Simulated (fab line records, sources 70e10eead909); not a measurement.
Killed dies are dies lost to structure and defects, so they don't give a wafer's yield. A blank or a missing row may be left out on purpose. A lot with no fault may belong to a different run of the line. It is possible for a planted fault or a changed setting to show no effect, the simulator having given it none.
Which tool was responsible? || flow nandHarc || 14 lots with 42 wafers sampled at 3 steps, on a route of 1302 steps

WHAT EACH GAUGE READ, for each wafer
NHARC_A_BONDPAD_THK_MEAS_20: measures by xrf. Usual: thkNm at 169.7 nm, with a standard deviation of 1.5.
{"lot": "L751", "measured": "day 22 13:35", "on": "filmMetro-02", "thkNm (nm)": "171.5 167.2 170.9", "flag": ""}
{"lot": "L753", "measured": "day 24 01:16", "on": "filmMetro-02", "thkNm (nm)": "169.2 166.3 167.4", "flag": ""}
{"lot": "L752", "measured": "day 24 03:25", "on": "filmMetro-02", "thkNm (nm)": "169.2 170.9 166.5", "flag": ""}
{"lot": "L754", "measured": "day 24 08:23", "on": "filmMetro-01", "thkNm (nm)": "170.0 172.7 169.0", "flag": ""}
{"lot": "L758", "measured": "day 26 20:08", "on": "filmMetro-02", "thkNm (nm)": "171.4 172.5 169.4", "flag": ""}
{"lot": "L762", "measured": "day 27 23:14", "on": "filmMetro-01", "thkNm (nm)": "168.9 169.8 171.1", "flag": ""}
{"lot": "L760", "measured": "day 28 09:25", "on": "filmMetro-01", "thkNm (nm)": "168.6 168.1 169.4", "flag": ""}
{"lot": "L765", "measured": "day 29 00:21", "on": "filmMetro-01", "thkNm (nm)": "168.4 169.0 168.5", "flag": ""}
{"lot": "L766", "measured": "day 29 07:46", "on": "filmMetro-02", "thkNm (nm)": "170.3 169.0 169.0", "flag": ""}
{"lot": "L770", "measured": "day 31 08:27", "on": "filmMetro-02", "thkNm (nm)": "169.6 168.9 168.9", "flag": ""}
{"lot": "L771", "measured": "day 31 10:22", "on": "filmMetro-01", "thkNm (nm)": "168.5 170.1 172.3", "flag": ""}
{"lot": "L773", "measured": "day 31 17:20", "on": "filmMetro-02", "thkNm (nm)": "170.7 170.4 170.1", "flag": ""}
{"lot": "L772", "measured": "day 31 21:00", "on": "filmMetro-01", "thkNm (nm)": "170.1 171.5 169.2", "flag": ""}
{"lot": "L774", "measured": "day 33 14:11", "on": "filmMetro-01", "thkNm (nm)": "167.8 167.3 169.7", "flag": ""}

NHARC_THIN_TSV_CD_MEAS_33: the cd target is 5000 nm. Usual: cdNm at 5000.2 nm, with a standard deviation of 1.8.
{"lot": "L751", "measured": "day 23 09:55", "on": "cdSem-01", "cdNm (nm)": "5001.1 4999.5 4999.5", "flag": ""}
{"lot": "L753", "measured": "day 24 21:04", "on": "cdSem-03", "cdNm (nm)": "4999.2 4998.9 4997.9", "flag": ""}
{"lot": "L752", "measured": "day 24 19:44", "on": "cdSem-01", "cdNm (nm)": "4998.5 4999.4 4999.8", "flag": ""}
{"lot": "L754", "measured": "day 25 03:48", "on": "cdSem-02", "cdNm (nm)": "5000.7 4996.9 5000.2", "flag": ""}
{"lot": "L758", "measured": "day 27 14:23", "on": "cdSem-01", "cdNm (nm)": "4997.5 5000.7 4998.4", "flag": ""}
{"lot": "L762", "measured": "day 28 20:12", "on": "cdSem-01", "cdNm (nm)": "5000.7 4998.9 5001.0", "flag": ""}
{"lot": "L760", "measured": "day 29 04:12", "on": "cdSem-02", "cdNm (nm)": "5001.4 4998.8 4999.7", "flag": ""}
{"lot": "L765", "measured": "day 29 20:01", "on": "cdSem-02", "cdNm (nm)": "4998.6 5001.6 5003.3", "flag": ""}
{"lot": "L766", "measured": "day 30 05:07", "on": "cdSem-03", "cdNm (nm)": "4997.8 4998.0 4999.8", "flag": ""}
{"lot": "L770", "measured": "day 32 08:13", "on": "cdSem-02", "cdNm (nm)": "4998.1 4998.8 5001.9", "flag": ""}
{"lot": "L771", "measured": "day 32 09:38", "on": "cdSem-01", "cdNm (nm)": "5000.1 4999.2 4999.7", "flag": ""}
{"lot": "L773", "measured": "day 32 18:52", "on": "cdSem-01", "cdNm (nm)": "5000.0 4998.4 5001.0", "flag": ""}
{"lot": "L772", "measured": "day 32 19:59", "on": "cdSem-03", "cdNm (nm)": "5001.4 5001.6 5000.8", "flag": ""}
{"lot": "L774", "measured": "day 34 08:42", "on": "cdSem-01", "cdNm (nm)": "4998.6 4998.0 4997.5", "flag": ""}

WHAT TOOL EACH LOT RAN ON (gives the tool, then ch and the chambers of the sampled wafers, and finally the start)
{"lot": "L751", "NHARC_A_BONDPAD_ANNEAL_28": "rtpAnneal-02 ch 0, day 22 12:55"}
{"lot": "L753", "NHARC_A_BONDPAD_ANNEAL_28": "rtpAnneal-01 ch 0, day 24 00:36"}
{"lot": "L752", "NHARC_A_BONDPAD_ANNEAL_28": "rtpAnneal-01 ch 0, day 24 02:50"}
{"lot": "L754", "NHARC_A_BONDPAD_ANNEAL_28": "rtpAnneal-02 ch 0, day 24 07:46"}
{"lot": "L758", "NHARC_A_BONDPAD_ANNEAL_28": "rtpAnneal-02 ch 0, day 26 19:29"}
{"lot": "L762", "NHARC_A_BONDPAD_ANNEAL_28": "rtpAnneal-01 ch 0, day 27 22:34"}
{"lot": "L760", "NHARC_A_BONDPAD_ANNEAL_28": "rtpAnneal-01 ch 0, day 28 08:46"}
{"lot": "L765", "NHARC_A_BONDPAD_ANNEAL_28": "rtpAnneal-01 ch 0, day 28 23:44"}
{"lot": "L766", "NHARC_A_BONDPAD_ANNEAL_28": "rtpAnneal-02 ch 0, day 29 07:12"}
{"lot": "L770", "NHARC_A_BONDPAD_ANNEAL_28": "rtpAnneal-01 ch 0, day 31 07:47"}
{"lot": "L771", "NHARC_A_BONDPAD_ANNEAL_28": "rtpAnneal-02 ch 0, day 31 09:46"}
{"lot": "L773", "NHARC_A_BONDPAD_ANNEAL_28": "rtpAnneal-02 ch 0, day 31 16:46"}
{"lot": "L772", "NHARC_A_BONDPAD_ANNEAL_28": "rtpAnneal-01 ch 0, day 31 20:20"}
{"lot": "L774", "NHARC_A_BONDPAD_ANNEAL_28": "rtpAnneal-01 ch 0, day 33 13:34"}
- NHARC_A_BONDPAD_ANNEAL_28: time 90 s.

WHAT THE TOOLS THEMSELVES READ (means of the sampled wafers that have a number; where no wafer has one, the mark that the record gives instead)
NHARC_A_BONDPAD_ANNEAL_28. Usual: annealTempC 225.03 C, standard deviation 0.17; wafer_temp_C_max 226.7, standard deviation 0.34.
{"lot": "L751", "tool": "rtpAnneal-02", "annealTempC (C)": 224.99, "wafer_temp_C_max": 226.9, "flag": ""}
{"lot": "L753", "tool": "rtpAnneal-01", "annealTempC (C)": 225.22, "wafer_temp_C_max": 226.6, "flag": ""}
{"lot": "L752", "tool": "rtpAnneal-01", "annealTempC (C)": 225.01, "wafer_temp_C_max": 227.0, "flag": ""}
{"lot": "L754", "tool": "rtpAnneal-02", "annealTempC (C)": 225.07, "wafer_temp_C_max": 227.0, "flag": ""}
{"lot": "L758", "tool": "rtpAnneal-02", "annealTempC (C)": 225.10, "wafer_temp_C_max": 227.0, "flag": ""}
{"lot": "L762", "tool": "rtpAnneal-01", "annealTempC (C)": 225.17, "wafer_temp_C_max": 226.9, "flag": ""}
{"lot": "L760", "tool": "rtpAnneal-01", "annealTempC (C)": 225.04, "wafer_temp_C_max": 226.5, "flag": ""}
{"lot": "L765", "tool": "rtpAnneal-01", "annealTempC (C)": 224.88, "wafer_temp_C_max": 226.5, "flag": ""}
{"lot": "L766", "tool": "rtpAnneal-02", "annealTempC (C)": 225.11, "wafer_temp_C_max": 226.8, "flag": ""}
{"lot": "L770", "tool": "rtpAnneal-01", "annealTempC (C)": 224.93, "wafer_temp_C_max": 226.7, "flag": ""}
{"lot": "L771", "tool": "rtpAnneal-02", "annealTempC (C)": 224.87, "wafer_temp_C_max": 227.0, "flag": ""}
{"lot": "L773", "tool": "rtpAnneal-02", "annealTempC (C)": 225.04, "wafer_temp_C_max": 227.1, "flag": ""}
{"lot": "L772", "tool": "rtpAnneal-01", "annealTempC (C)": 225.16, "wafer_temp_C_max": 226.6, "flag": ""}
{"lot": "L774", "tool": "rtpAnneal-01", "annealTempC (C)": 225.04, "wafer_temp_C_max": 226.7, "flag": ""}

THE ANSWER, worked out from the rows above alone
Rule: take the mean of a lot's wafers that have a number; if it is more than 3 standard deviations from the usual mean, the lot is off. Also off: a lot with no number at a reading for which 4 or more lots have one. The other lots that the step has rows for count as sound. First the gauges in route order, then the tools' own readings, where a lot's mean is used as printed above. The first step at which some lot is off is used, and at that step the reading that is off furthest; a lot without a number counts as furthest.
No lot is off on any of the readings shown, so nothing can be concluded from this.

WHAT HAD BEEN PUT IN BY THE SIMULATOR
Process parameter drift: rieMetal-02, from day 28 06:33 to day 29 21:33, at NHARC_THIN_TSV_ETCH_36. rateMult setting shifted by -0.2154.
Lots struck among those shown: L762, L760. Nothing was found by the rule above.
